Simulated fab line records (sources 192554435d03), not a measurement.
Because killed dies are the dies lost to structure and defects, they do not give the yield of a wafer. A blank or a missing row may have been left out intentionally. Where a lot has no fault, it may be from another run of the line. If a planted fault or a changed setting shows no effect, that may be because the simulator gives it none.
Chamber matching	flow n5Finfet	N5_FIN_SAQP_ALD_61 on aldSin-04: 4 sister chambers
The step deposits SiO2, target thk 4 nm, pulse time 1 s, purge time 2 s. 4 wafers are shown with their chamber, then 8 later ones without.

== WAFERS, EACH WITH ITS CHAMBER ==
wafer	chamber	heaterPowerW (W)
L083.1	1	454
L083.3	2	429
L083.6	3	498
L088.1	0	458

== WAFERS MISSING THEIR CHAMBER ==
wafer	heaterPowerW (W)
L088.2	463
L088.3	426
L092.2	462
L092.4	506
L092.6	435
L095.3	426
L095.5	469
L095.6	458

== CHAMBER TAKEN BY EACH ==
wafer	from the rows above	in truth
L088.2	can't be placed: 0 or 1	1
L088.3	2	2
L092.2	can't be placed: 0 or 1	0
L092.4	3	3
L092.6	2	2
L095.3	2	2
L095.5	can't be placed: 0 or 1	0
L095.6	can't be placed: 0 or 1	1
Correct placement for 4 of the 8. From these rows, 4 cannot be placed; in 4 the true chamber is one of the candidates. Number placed wrongly: 0.
How it was worked out, from the rows above alone: a wafer's distance from a chamber is the root of the sum, over the readings, of the square of ((its reading less the chamber's mean) divided by the reading's scatter). If the next closest chamber is less than 2 further off than the closest, the wafer can't be placed; otherwise it belongs to the closest. A chamber's mean is the mean of its shown wafers. The scatter: with one shown wafer a chamber, the root of the mean of the squares of how far each hidden wafer lies from its nearest shown one.
